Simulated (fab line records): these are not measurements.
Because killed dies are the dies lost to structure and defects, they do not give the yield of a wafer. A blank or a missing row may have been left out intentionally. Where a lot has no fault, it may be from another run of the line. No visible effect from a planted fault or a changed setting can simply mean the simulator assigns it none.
Which tool did it? || flow nand-harc || Sampling: 13 lots, 39 wafers, 5 of 1159 route steps

== WHAT THE GAUGES READ, wafer by wafer ==
NHARC_THIN_TSV_CD_MEAS_37. Usual: cd-nm 5000.1 nm, standard deviation 2.9.
{"lot": "L325", "measured": "day 22 01:08", "on": "cd-sem-01", "cd-nm (nm)": "4998.3 4997.9 4996.7", "flag": ""}
{"lot": "L327", "measured": "day 22 04:40", "on": "cd-sem-01", "cd-nm (nm)": "5004.6 5001.0 5003.2", "flag": ""}
{"lot": "L329", "measured": "day 22 07:55", "on": "cd-sem-01", "cd-nm (nm)": "5001.9 5001.6 4998.9", "flag": ""}
{"lot": "L330", "measured": "day 22 06:26", "on": "cd-sem-03", "cd-nm (nm)": "4998.1 4998.9 4998.6", "flag": ""}
{"lot": "L332", "measured": "day 22 08:43", "on": "cd-sem-01", "cd-nm (nm)": "4995.4 4996.5 4997.3", "flag": ""}
{"lot": "L331", "measured": "day 22 10:11", "on": "cd-sem-01", "cd-nm (nm)": "4995.0 5001.5 4997.2", "flag": ""}
{"lot": "L333", "measured": "day 22 11:00", "on": "cd-sem-03", "cd-nm (nm)": "4996.9 5000.9 5004.0", "flag": ""}
{"lot": "L334", "measured": "day 22 11:33", "on": "cd-sem-03", "cd-nm (nm)": "5001.3 5000.7 5001.0", "flag": ""}
{"lot": "L335", "measured": "day 22 10:21", "on": "cd-sem-01", "cd-nm (nm)": "4998.9 5000.1 5002.0", "flag": ""}
{"lot": "L336", "measured": "day 22 09:49", "on": "cd-sem-02", "cd-nm (nm)": "5000.2 5002.7 5006.2", "flag": ""}
{"lot": "L338", "measured": "day 22 12:08", "on": "cd-sem-02", "cd-nm (nm)": "5005.9 5001.3 5000.9", "flag": ""}
{"lot": "L345", "measured": "day 23 16:32", "on": "cd-sem-03", "cd-nm (nm)": "4998.7 4996.7 4999.4", "flag": ""}
{"lot": "L346", "measured": "day 24 14:20", "on": "cd-sem-01", "cd-nm (nm)": "4997.3 5002.8 5001.9", "flag": ""}

NHARC_END_SORT_01. Usual: killed-at-array 26, standard deviation 11; killed-at-other 0.4, standard deviation 0.78; killed-at-periphery 3.4, standard deviation 2.4; killed-dies 29, standard deviation 11; killed-open 3.1, standard deviation 1.9; killed-short 1.9, standard deviation 1.4.
{"lot": "L346", "measured": "day 26 02:42", "on": "prober-02", "killed-at-array": "35 113 90", "killed-at-other": "0 2 1", "killed-at-periphery": "1 3 0", "killed-dies": "36 118 91", "killed-open": "3 2 1", "killed-short": "5 1 3", "flag": "OFF"}

== EACH LOT AND THE TOOL THAT RAN IT (in order: tool; ch and the chambers of the sampled wafers; start) ==
{"lot": "L325", "NHARC_A_STAIRCASE_ETCH_201": "rie-diel-06 ch 0,1,2, day 11 00:40", "NHARC_THIN_TSV_DESCUM_14": "rie-diel-09 ch 0,3, day 21 15:29", "NHARC_THIN_TSV_PVD_19": "pvd-sputter-02, day 22 01:08 or earlier"}
{"lot": "L327", "NHARC_A_STAIRCASE_ETCH_201": "rie-diel-06 ch 0,1,2, day 11 13:31", "NHARC_THIN_TSV_DESCUM_14": "rie-diel-10 ch 0,1,2, day 21 16:44", "NHARC_THIN_TSV_PVD_19": "pvd-sputter-02, day 22 04:40 or earlier"}
{"lot": "L329", "NHARC_A_STAIRCASE_ETCH_201": "rie-diel-01 ch 2,3, day 12 03:52", "NHARC_THIN_TSV_DESCUM_14": "rie-diel-09 ch 0,1,2, day 21 20:16", "NHARC_THIN_TSV_PVD_19": "pvd-sputter-02, day 22 07:55 or earlier"}
{"lot": "L330", "NHARC_A_STAIRCASE_ETCH_201": "rie-diel-13 ch 0,2,3, day 12 04:11", "NHARC_THIN_TSV_DESCUM_14": "rie-diel-09 ch 0,1,2, day 21 19:16", "NHARC_THIN_TSV_PVD_19": "pvd-sputter-02, day 22 06:26 or earlier"}
{"lot": "L332", "NHARC_A_STAIRCASE_ETCH_201": "rie-diel-01 ch 0,2,3, day 12 16:47", "NHARC_THIN_TSV_DESCUM_14": "rie-diel-09 ch 0,2,3, day 21 21:33", "NHARC_THIN_TSV_PVD_19": "pvd-sputter-02, day 22 08:43 or earlier"}
{"lot": "L331", "NHARC_A_STAIRCASE_ETCH_201": "rie-diel-06 ch 1,2,3, day 12 16:49", "NHARC_THIN_TSV_DESCUM_14": "rie-diel-09 ch 0,2,3, day 21 23:05", "NHARC_THIN_TSV_PVD_19": "pvd-sputter-02, day 22 10:11 or earlier"}
{"lot": "L333", "NHARC_A_STAIRCASE_ETCH_201": "rie-diel-01 ch 1,2,3, day 13 08:01", "NHARC_THIN_TSV_DESCUM_14": "rie-diel-12 ch 0,1,2, day 22 02:24", "NHARC_THIN_TSV_PVD_19": "pvd-sputter-03, day 22 11:00 or earlier"}
{"lot": "L334", "NHARC_A_STAIRCASE_ETCH_201": "rie-diel-01 ch 0,1,2, day 13 09:11", "NHARC_THIN_TSV_DESCUM_14": "rie-diel-09 ch 0,2,3, day 22 03:37", "NHARC_THIN_TSV_PVD_19": "pvd-sputter-03, day 22 11:33 or earlier"}
{"lot": "L335", "NHARC_A_STAIRCASE_ETCH_201": "rie-diel-06 ch 0,1,3, day 13 20:09", "NHARC_THIN_TSV_DESCUM_14": "rie-diel-10 ch 0,2,3, day 22 01:12", "NHARC_THIN_TSV_PVD_19": "pvd-sputter-03, day 22 10:21 or earlier"}
{"lot": "L336", "NHARC_A_STAIRCASE_ETCH_201": "rie-diel-06 ch 1,2,3, day 13 20:29", "NHARC_THIN_TSV_DESCUM_14": "rie-diel-09 ch 0,2, day 22 00:05", "NHARC_THIN_TSV_PVD_19": "pvd-sputter-03, day 22 09:49 or earlier"}
{"lot": "L338", "NHARC_A_STAIRCASE_ETCH_201": "rie-diel-13 ch 0,1, day 14 05:44", "NHARC_THIN_TSV_DESCUM_14": "rie-diel-09 ch 1,2,3, day 22 04:41", "NHARC_THIN_TSV_PVD_19": "pvd-sputter-02, day 22 12:08 or earlier"}
{"lot": "L345", "NHARC_A_STAIRCASE_ETCH_201": "rie-diel-01 ch 0,3, day 15 23:04", "NHARC_THIN_TSV_DESCUM_14": "rie-diel-12 ch 1,2, day 23 08:47", "NHARC_THIN_TSV_PVD_19": "pvd-sputter-03, day 23 16:32 or earlier"}
{"lot": "L346", "NHARC_A_STAIRCASE_ETCH_201": "rie-diel-01 ch 1,2, day 16 02:53", "NHARC_THIN_TSV_DESCUM_14": "rie-diel-09 ch 0,1,3, day 24 06:53", "NHARC_THIN_TSV_PVD_19": "pvd-sputter-03, day 24 14:20 or earlier"}
- NHARC_A_STAIRCASE_ETCH_201: etches the open film in C4F8/O2, target depth 100 nm, time 40.5 s.
- NHARC_THIN_TSV_DESCUM_14: chemistry O2, time 3 s.
- NHARC_THIN_TSV_PVD_19: deposits TaN, target thk 20 nm.

== AS READ BY THE TOOLS THEMSELVES (means over the sampled wafers that have a number; for cases with no such wafer, the mark the record gives instead) ==
NHARC_A_STAIRCASE_ETCH_201. Usual: oes-product-au 0.941 a.u., standard deviation 0.011; rf-vpp-V 894 V, standard deviation 5.4.
{"lot": "L325", "tool": "rie-diel-06", "oes-product-au (a.u.)": 0.946, "rf-vpp-V (V)": 901, "flag": ""}
{"lot": "L327", "tool": "rie-diel-06", "oes-product-au (a.u.)": 0.945, "rf-vpp-V (V)": 900, "flag": ""}
{"lot": "L329", "tool": "rie-diel-01", "oes-product-au (a.u.)": 0.936, "rf-vpp-V (V)": 894, "flag": ""}
{"lot": "L330", "tool": "rie-diel-13", "oes-product-au (a.u.)": 0.938, "rf-vpp-V (V)": 890, "flag": ""}
{"lot": "L332", "tool": "rie-diel-01", "oes-product-au (a.u.)": 0.935, "rf-vpp-V (V)": 893, "flag": ""}
{"lot": "L331", "tool": "rie-diel-06", "oes-product-au (a.u.)": 0.950, "rf-vpp-V (V)": 896, "flag": ""}
{"lot": "L333", "tool": "rie-diel-01", "oes-product-au (a.u.)": 0.930, "rf-vpp-V (V)": 892, "flag": ""}
{"lot": "L334", "tool": "rie-diel-01", "oes-product-au (a.u.)": 0.941, "rf-vpp-V (V)": 892, "flag": ""}
{"lot": "L335", "tool": "rie-diel-06", "oes-product-au (a.u.)": 0.934, "rf-vpp-V (V)": 897, "flag": ""}
{"lot": "L336", "tool": "rie-diel-06", "oes-product-au (a.u.)": 0.942, "rf-vpp-V (V)": 896, "flag": ""}
{"lot": "L338", "tool": "rie-diel-13", "oes-product-au (a.u.)": 0.949, "rf-vpp-V (V)": 892, "flag": ""}
{"lot": "L345", "tool": "rie-diel-01", "oes-product-au (a.u.)": 0.941, "rf-vpp-V (V)": 894, "flag": ""}
{"lot": "L346", "tool": "rie-diel-01", "oes-product-au (a.u.)": 0.948, "rf-vpp-V (V)": 888, "flag": ""}

NHARC_THIN_TSV_DESCUM_14. Usual: drypump-motor-current-A 5.9 A, standard deviation 0.41; oes-product-au 0.999 a.u., standard deviation 0.01; rf-vpp-V 57.8 V, standard deviation 0.92; showerhead-plenum-p-Torr 1.94 Torr, standard deviation 0.095; throttle-valve-pct 11.312 %, standard deviation 0.0096.
{"lot": "L325", "tool": "rie-diel-09", "drypump-motor-current-A (A)": 6.1, "oes-product-au (a.u.)": 1.007, "rf-vpp-V (V)": 57.5, "showerhead-plenum-p-Torr (Torr)": 1.99, "throttle-valve-pct (%)": 11.304, "flag": ""}
{"lot": "L327", "tool": "rie-diel-10", "drypump-motor-current-A (A)": 6.1, "oes-product-au (a.u.)": 0.998, "rf-vpp-V (V)": 57.7, "showerhead-plenum-p-Torr (Torr)": 1.96, "throttle-valve-pct (%)": 11.315, "flag": ""}
{"lot": "L329", "tool": "rie-diel-09", "drypump-motor-current-A (A)": 5.8, "oes-product-au (a.u.)": 1.002, "rf-vpp-V (V)": 58.1, "showerhead-plenum-p-Torr (Torr)": 1.95, "throttle-valve-pct (%)": 11.319, "flag": ""}
{"lot": "L330", "tool": "rie-diel-09", "drypump-motor-current-A (A)": 5.8, "oes-product-au (a.u.)": 0.995, "rf-vpp-V (V)": 58.2, "showerhead-plenum-p-Torr (Torr)": 1.95, "throttle-valve-pct (%)": 11.313, "flag": ""}
{"lot": "L332", "tool": "rie-diel-09", "drypump-motor-current-A (A)": 5.8, "oes-product-au (a.u.)": 0.997, "rf-vpp-V (V)": 57.6, "showerhead-plenum-p-Torr (Torr)": 1.92, "throttle-valve-pct (%)": 11.307, "flag": ""}
{"lot": "L331", "tool": "rie-diel-09", "drypump-motor-current-A (A)": 5.8, "oes-product-au (a.u.)": 1.001, "rf-vpp-V (V)": 57.5, "showerhead-plenum-p-Torr (Torr)": 1.92, "throttle-valve-pct (%)": 11.309, "flag": ""}
{"lot": "L333", "tool": "rie-diel-12", "drypump-motor-current-A (A)": 6.3, "oes-product-au (a.u.)": 0.993, "rf-vpp-V (V)": 57.6, "showerhead-plenum-p-Torr (Torr)": 1.89, "throttle-valve-pct (%)": 11.314, "flag": ""}
{"lot": "L334", "tool": "rie-diel-09", "drypump-motor-current-A (A)": 5.8, "oes-product-au (a.u.)": 1.003, "rf-vpp-V (V)": 57.6, "showerhead-plenum-p-Torr (Torr)": 1.92, "throttle-valve-pct (%)": 11.324, "flag": ""}
{"lot": "L335", "tool": "rie-diel-10", "drypump-motor-current-A (A)": 6.2, "oes-product-au (a.u.)": 1.004, "rf-vpp-V (V)": 57.7, "showerhead-plenum-p-Torr (Torr)": 1.96, "throttle-valve-pct (%)": 11.308, "flag": ""}
{"lot": "L336", "tool": "rie-diel-09", "drypump-motor-current-A (A)": 5.6, "oes-product-au (a.u.)": 1.003, "rf-vpp-V (V)": 57.0, "showerhead-plenum-p-Torr (Torr)": 1.87, "throttle-valve-pct (%)": 11.311, "flag": ""}
{"lot": "L338", "tool": "rie-diel-09", "drypump-motor-current-A (A)": 5.8, "oes-product-au (a.u.)": 1.002, "rf-vpp-V (V)": 57.1, "showerhead-plenum-p-Torr (Torr)": 1.92, "throttle-valve-pct (%)": 11.316, "flag": ""}
{"lot": "L345", "tool": "rie-diel-12", "drypump-motor-current-A (A)": 6.6, "oes-product-au (a.u.)": 0.987, "rf-vpp-V (V)": 58.0, "showerhead-plenum-p-Torr (Torr)": 1.94, "throttle-valve-pct (%)": 11.312, "flag": ""}
{"lot": "L346", "tool": "rie-diel-09", "drypump-motor-current-A (A)": 6.1, "oes-product-au (a.u.)": 0.998, "rf-vpp-V (V)": 58.1, "showerhead-plenum-p-Torr (Torr)": 1.99, "throttle-valve-pct (%)": 11.310, "flag": ""}

NHARC_THIN_TSV_PVD_19. Usual: throttle-valve-pct 30.0 %, standard deviation 1.1.
{"lot": "L325", "tool": "pvd-sputter-02", "throttle-valve-pct (%)": 30.2, "flag": ""}
{"lot": "L327", "tool": "pvd-sputter-02", "throttle-valve-pct (%)": 30.2, "flag": ""}
{"lot": "L329", "tool": "pvd-sputter-02", "throttle-valve-pct (%)": 31.1, "flag": ""}
{"lot": "L330", "tool": "pvd-sputter-02", "throttle-valve-pct (%)": 30.3, "flag": ""}
{"lot": "L332", "tool": "pvd-sputter-02", "throttle-valve-pct (%)": 31.0, "flag": ""}
{"lot": "L331", "tool": "pvd-sputter-02", "throttle-valve-pct (%)": 30.6, "flag": ""}
{"lot": "L333", "tool": "pvd-sputter-03", "throttle-valve-pct (%)": 29.1, "flag": ""}
{"lot": "L334", "tool": "pvd-sputter-03", "throttle-valve-pct (%)": 30.0, "flag": ""}
{"lot": "L335", "tool": "pvd-sputter-03", "throttle-valve-pct (%)": 28.9, "flag": ""}
{"lot": "L336", "tool": "pvd-sputter-03", "throttle-valve-pct (%)": 29.3, "flag": ""}
{"lot": "L338", "tool": "pvd-sputter-02", "throttle-valve-pct (%)": 30.7, "flag": ""}
{"lot": "L345", "tool": "pvd-sputter-03", "throttle-valve-pct (%)": 28.9, "flag": ""}
{"lot": "L346", "tool": "pvd-sputter-03", "throttle-valve-pct (%)": 29.8, "flag": ""}

== THE ANSWER, worked out from the rows above alone ==
Rule: take the mean of a lot's wafers that have a number; if it is more than 3 standard deviations from the usual mean, the lot is off. Also off: a lot with no number at a reading for which 4 or more lots have one. All remaining lots with rows at the step are treated as sound. After the gauges, taken in route order, come the tools' own readings; for these a lot's mean is taken, as printed above. The first step at which some lot is off is used, and at that step the reading that is off furthest; a lot without a number counts as furthest.
Off, at NHARC_END_SORT_01 on killed-at-array: L346. Neither off nor sound, because the step has no rows for them: L325, L327, L329, L330, L332, L331, L333, L334, L335, L336, L338, L345.
A tool fits if, at a process step before that reading, it ran every lot that is off, and no sound lot after the first of them. Gauges at NHARC_END_SORT_01: tried the same way as those tools. NHARC_THIN_TSV_PVD_19: start missing for some lots; hours and lot order therefore follow NHARC_THIN_TSV_CD_MEAS_37. Can't be told from this: 4 tools fit, rie-diel-01 at NHARC_A_STAIRCASE_ETCH_201, rie-diel-09 at NHARC_THIN_TSV_DESCUM_14, pvd-sputter-03 at NHARC_THIN_TSV_PVD_19, prober-02 at NHARC_END_SORT_01.

== WHAT WAS PUT IN BY THE SIMULATOR ==
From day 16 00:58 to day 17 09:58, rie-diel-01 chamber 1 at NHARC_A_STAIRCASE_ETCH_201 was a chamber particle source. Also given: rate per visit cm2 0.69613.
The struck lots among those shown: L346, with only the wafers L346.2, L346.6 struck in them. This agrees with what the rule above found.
